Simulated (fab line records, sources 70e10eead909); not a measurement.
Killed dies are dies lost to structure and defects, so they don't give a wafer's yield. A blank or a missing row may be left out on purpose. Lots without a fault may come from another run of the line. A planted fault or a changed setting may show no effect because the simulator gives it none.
Which tool did it? | flow nand_harc | 12 lots, 36 wafers sampled, at 4 steps of a route of 1302

WHAT THE GAUGES READ, wafer by wafer
NHARC_A_SGD_CUT_THK_MEAS_22: measures by ellipsometry.
lot  | measured     | on            | thk_nm (nm)
L564 | day 19 20:50 | film_metro-02 | 148.6 148.7 150.3
L565 | day 20 06:07 | film_metro-01 | 148.4 148.7 147.7
L566 | day 21 13:57 | film_metro-02 | 149.0 149.1 147.8
L568 | day 21 17:05 | film_metro-02 | 147.0 148.3 147.2
L570 | day 22 00:07 | film_metro-02 | 149.5 149.4 146.7
L572 | day 22 22:16 | film_metro-02 | 148.0 148.3 146.1
L571 | day 22 22:16 | film_metro-01 | 139.5 141.4 143.6
L574 | day 23 18:28 | film_metro-02 | 143.2 143.1 140.6
L581 | day 27 15:58 | film_metro-01 | 149.6 148.2 149.2
L584 | day 28 06:10 | film_metro-01 | 145.5 147.5 147.9
L585 | day 28 10:31 | film_metro-02 | 148.3 148.5 149.5
L586 | day 29 04:19 | film_metro-02 | 147.6 147.8 148.6

WHICH TOOL RAN EACH LOT (tool, then ch and the chambers of the sampled wafers, then the start)
lot  | NHARC_A_STAIRCASE_STRIP_475                   | NHARC_A_SGD_CUT_ETCH_59                       | NHARC_A_SGD_CUT_DEP_20
L564 | rie_diel-01 ch 0,2, day 19 14:35 or earlier   | rie_diel-11 ch 0,3, day 19 14:35 or earlier   | fcvd-02 ch 1, day 19 14:35
L565 | rie_diel-01 ch 0,2,3, day 20 01:15 or earlier | rie_diel-11 ch 0,2,3, day 20 01:15 or earlier | fcvd-01 ch 0,1, day 20 01:15
L566 | rie_diel-09 ch 0,1,2, day 21 06:54 or earlier | rie_diel-11 ch 1,2,3, day 21 06:54 or earlier | fcvd-01 ch 0,1, day 21 06:54
L568 | rie_diel-05 ch 2,3, day 21 12:06 or earlier   | rie_diel-11 ch 0,1,2, day 21 12:06 or earlier | fcvd-01 ch 0,1, day 21 12:06
L570 | rie_diel-09 ch 1,2, day 21 19:05 or earlier   | rie_diel-06 ch 0,2,3, day 21 19:05 or earlier | fcvd-01 ch 1, day 21 19:05
L572 | rie_diel-05 ch 0,1,3, day 22 17:01 or earlier | rie_diel-06 ch 0,1,3, day 22 17:01 or earlier | fcvd-01 ch 0,1, day 22 17:01
L571 | rie_diel-01 ch 0,2, day 22 17:31 or earlier   | rie_diel-08 ch 1,2, day 22 17:31 or earlier   | fcvd-01 ch 0,1, day 22 17:31
L574 | rie_diel-09 ch 0,2,3, day 23 13:37 or earlier | rie_diel-08 ch 0,1,2, day 23 13:37 or earlier | fcvd-01 ch 0,1, day 23 13:37
L581 | rie_diel-05 ch 0,2,3, day 27 11:26 or earlier | rie_diel-08 ch 0,2,3, day 27 11:26 or earlier | fcvd-01 ch 0, day 27 11:26
L584 | rie_diel-01 ch 0,1, day 28 00:58 or earlier   | rie_diel-08 ch 0,1,3, day 28 00:58 or earlier | fcvd-01 ch 0, day 28 00:58
L585 | rie_diel-05 ch 1,3, day 28 05:11 or earlier   | rie_diel-11 ch 1,2,3, day 28 05:11 or earlier | fcvd-01 ch 0, day 28 05:11
L586 | rie_diel-05 ch 1,2, day 28 23:02 or earlier   | rie_diel-11 ch 0,1,2, day 28 23:02 or earlier | fcvd-01 ch 0,1, day 28 23:02
- NHARC_A_STAIRCASE_STRIP_475: strips in O2, time 20 s.
- NHARC_A_SGD_CUT_ETCH_59: etches the open film in N2/H2, target depth 260 nm, time 406.25 s.
- NHARC_A_SGD_CUT_DEP_20: deposits SiO2, target thk 150 nm.

WHAT THE TOOLS THEMSELVES READ (means of the sampled wafers that have a number; where no wafer has one, the mark that the record gives instead)
NHARC_A_STAIRCASE_STRIP_475.
lot  | tool        | drypump_motor_current_A (A) | oes_product_au (a.u.) | rf_vpp_V (V) | showerhead_plenum_p_Torr (Torr) | throttle_valve_pct (%)
L564 | rie_diel-01 | 5.4                         | 1.010                 | 57.7         | 3.80                            | 17.037
L565 | rie_diel-01 | 5.8                         | 0.998                 | 57.2         | 3.63                            | 17.043
L566 | rie_diel-09 | 5.8                         | 1.000                 | 57.6         | 3.47                            | 17.036
L568 | rie_diel-05 | 5.2                         | 0.987                 | 58.5         | 3.56                            | 17.039
L570 | rie_diel-09 | 5.7                         | 1.011                 | 57.5         | 3.40                            | 17.041
L572 | rie_diel-05 | 5.8                         | 0.998                 | 57.3         | 3.54                            | 17.039
L571 | rie_diel-01 | 5.4                         | 0.999                 | 58.1         | 3.78                            | 17.032
L574 | rie_diel-09 | 5.8                         | 1.001                 | 57.8         | 3.46                            | 17.046
L581 | rie_diel-05 | 5.6                         | 0.989                 | 57.9         | 3.48                            | 17.032
L584 | rie_diel-01 | 5.8                         | 1.008                 | 57.9         | 3.68                            | 17.034
L585 | rie_diel-05 | 5.6                         | 1.005                 | 59.2         | 3.62                            | 17.035
L586 | rie_diel-05 | 5.1                         | 0.999                 | 57.3         | 3.56                            | 17.037

NHARC_A_SGD_CUT_ETCH_59.
lot  | tool        | drypump_motor_current_A (A) | oes_product_au (a.u.) | rf_vpp_V (V) | showerhead_plenum_p_Torr (Torr) | throttle_valve_pct (%)
L564 | rie_diel-11 | 5.6                         | 0.995                 | 429.5        | 2.01                            | 14.170
L565 | rie_diel-11 | 5.4                         | 1.005                 | 429.8        | 1.98                            | 14.166
L566 | rie_diel-11 | 5.7                         | 1.000                 | 428.4        | 1.94                            | 14.178
L568 | rie_diel-11 | 5.9                         | 0.996                 | 429.6        | 2.00                            | 14.179
L570 | rie_diel-06 | 5.7                         | 1.001                 | 433.0        | 2.12                            | 14.179
L572 | rie_diel-06 | 6.0                         | 1.008                 | 432.3        | 2.11                            | 14.168
L571 | rie_diel-08 | 6.1                         | 0.993                 | 432.0        | 2.09                            | 14.177
L574 | rie_diel-08 | 5.9                         | 0.996                 | 430.8        | 2.04                            | 14.171
L581 | rie_diel-08 | 5.4                         | 0.996                 | 428.1        | 1.95                            | 14.167
L584 | rie_diel-08 | 5.6                         | 1.008                 | 430.3        | 2.03                            | 14.178
L585 | rie_diel-11 | 5.6                         | 1.000                 | 427.7        | 1.94                            | 14.167
L586 | rie_diel-11 | 5.9                         | 0.993                 | 429.4        | 1.99                            | 14.178

THE ANSWER, worked out from the rows above alone
Rule: what is usual is taken from the lots themselves. Put in order of their means at a reading, lots are off if they are a third of the lots or fewer, leave a main group of 4 or more, and stand apart from it by a gap of 3 or more times the standard deviation of the main group's means; of several such gaps the widest counts. A main group whose means are all the same, to the digits that the tables above print for the reading, isn't used. A lot without any number at a reading at which 4 lots or more have one is off too. The other lots that the step has rows for count as sound. The gauges are gone through in route order, then the tools' own readings, and for those a lot's mean is taken as printed above. The first step at which some lot is off is used, and at that step the reading that is off furthest; a lot without a number counts as furthest.
Off: L571, L574, at NHARC_A_SGD_CUT_THK_MEAS_22 (thk_nm). The main group: mean 148.2 nm, standard deviation 0.7.
A tool fits if, at a process step before that reading, it ran every lot that is off, and no sound lot after the first of them. The gauges at NHARC_A_SGD_CUT_THK_MEAS_22 are tried like those tools. NHARC_A_STAIRCASE_STRIP_475 gives no start for some lots, so the hours and the order of its lots are those of NHARC_A_SGD_CUT_DEP_20. NHARC_A_SGD_CUT_ETCH_59 gives no start for some lots, so the hours and the order of its lots are those of NHARC_A_SGD_CUT_DEP_20. None of those tried fits.

WHAT THE SIMULATOR HAD PUT IN
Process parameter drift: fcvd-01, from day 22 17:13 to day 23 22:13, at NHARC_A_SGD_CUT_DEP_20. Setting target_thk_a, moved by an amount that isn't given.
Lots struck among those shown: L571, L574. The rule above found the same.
